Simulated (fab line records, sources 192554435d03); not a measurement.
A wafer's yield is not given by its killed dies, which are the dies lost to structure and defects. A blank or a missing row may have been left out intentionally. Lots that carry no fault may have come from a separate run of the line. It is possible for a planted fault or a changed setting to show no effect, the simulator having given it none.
Comparing a struck lot with a sound one	flow n5Finfet	14 steps out of a route of 1938
Sound: these wafers, L941.1, L941.4, L941.5. Struck: wafer L951.1 (left out: L951.3, L951.4 of the same lot, which were not struck); the cause appears at the end.
For every step that has rows: the tool of each side, followed by ch and its chambers, followed by its first start. Under that, the readings that differ: sound wafers	struck wafers	difference of the means	sigmas: that difference in standard deviations of wafers without a fault.
alike: a reading whose means differ by less than 2 such deviations, as well as words and numbers matching on both sides. not compared: withheld readings; readings where some wafer has no value; bounds like >300 that might hide an equal value; numbers whose values overlap and for which the record gives no deviation.
The two part at a step that has a row with sigmas, a row that says differs or no value, or rows on one side only. When numbers do not overlap yet have no deviation, they are printed without sigmas and do not part them. A reading that every wafer of one side lacks parts them only if that side has two wafers or more.

first, 1 step without rows for these wafers: N5_BEOL_M7_CURE_75 (cures SiCOH lowk, time 120 s).
N5_BEOL_M7_DEGAS_44: time 60 s.
  sound on pvdSputter-03, day 10 20:33; struck on pvdSputter-01, day 12 23:12
  alike: heaterPowerW
N5_BEOL_M7_PRE_CLEAN_45: time 30 s.
  sound on pvdSputter-03, day 10 20:35; struck on pvdSputter-01, day 12 23:14
  alike: heaterPowerW
then, 1 step without rows for these wafers: N5_BEOL_M7_ALD_77 (deposits TaN, target thk 2 nm, pulse time 2 s, purge time 3 s).
N5_BEOL_M7_SURFACE_TREAT_79:
  sound on pvdSputter-01, day 10 21:01; struck on pvdSputter-03, day 12 23:35
  alike: arFlowSccm
  not compared: throttleValvePct
then, 1 step without rows for these wafers: N5_BEOL_M7_CVD_78 (deposits Co from CCTBA/H2, target thk 2 nm, time 142.3 s).
N5_BEOL_M7_SPUTTER_48: material Cu, target thk 10 nm, time 1.667 s.
  sound on pvdSputter-01, day 10 21:14; struck on pvdSputter-03, day 12 23:46
  alike: throttleValvePct
then, 1 step without rows for these wafers: N5_BEOL_M7_ECD_50 (material Cu, target thk 300 nm).
N5_BEOL_M7_ANNEAL_51: time 90 s.
  sound on rtpAnneal-02 ch 0, day 10 21:50; struck on rtpAnneal-01 ch 0, day 12 23:58
  alike: wafer_temp_C_max
then, 1 step without rows for these wafers: N5_BEOL_M7_CMP_52 (polishes, stops on SiCOH lowk, t overpolish 6.9 s, target thk 80 nm).
N5_BEOL_M7_THK_MEAS_53: measures by xrf.
  sound on filmMetro-02, day 10 22:26; struck on filmMetro-02, day 13 00:34
  alike: M7_THK
then, 1 step without rows for these wafers: N5_BEOL_M7_PRE_CLEAN_55 (time 15 s).
N5_BEOL_M7_DEP_56: deposits SiCN from 3MS/NH3, target thk 10 nm, time 17.5 s.
  sound on pecvd-01 ch 0,1, day 10 22:29; struck on pecvd-03 ch 0, day 13 00:37
reading	sound	struck	difference	sigmas
model.SiCN_of_BEOL_M7_DEP_56.thkNm (nm)	9.8 10 9.8	10.2	+0.3	
  alike: showerheadPlenumPTorr, showerheadVppV, throttleValvePct
N5_BEOL_M7_RS_MEAS_57: the measuring method here is four-point-probe.
  sound on filmMetro-02, day 10 22:34; struck on filmMetro-02, day 13 00:41
  alike: M7_RS

WHERE THEY PART
Nowhere in this record.

WHY: what the simulator had put in
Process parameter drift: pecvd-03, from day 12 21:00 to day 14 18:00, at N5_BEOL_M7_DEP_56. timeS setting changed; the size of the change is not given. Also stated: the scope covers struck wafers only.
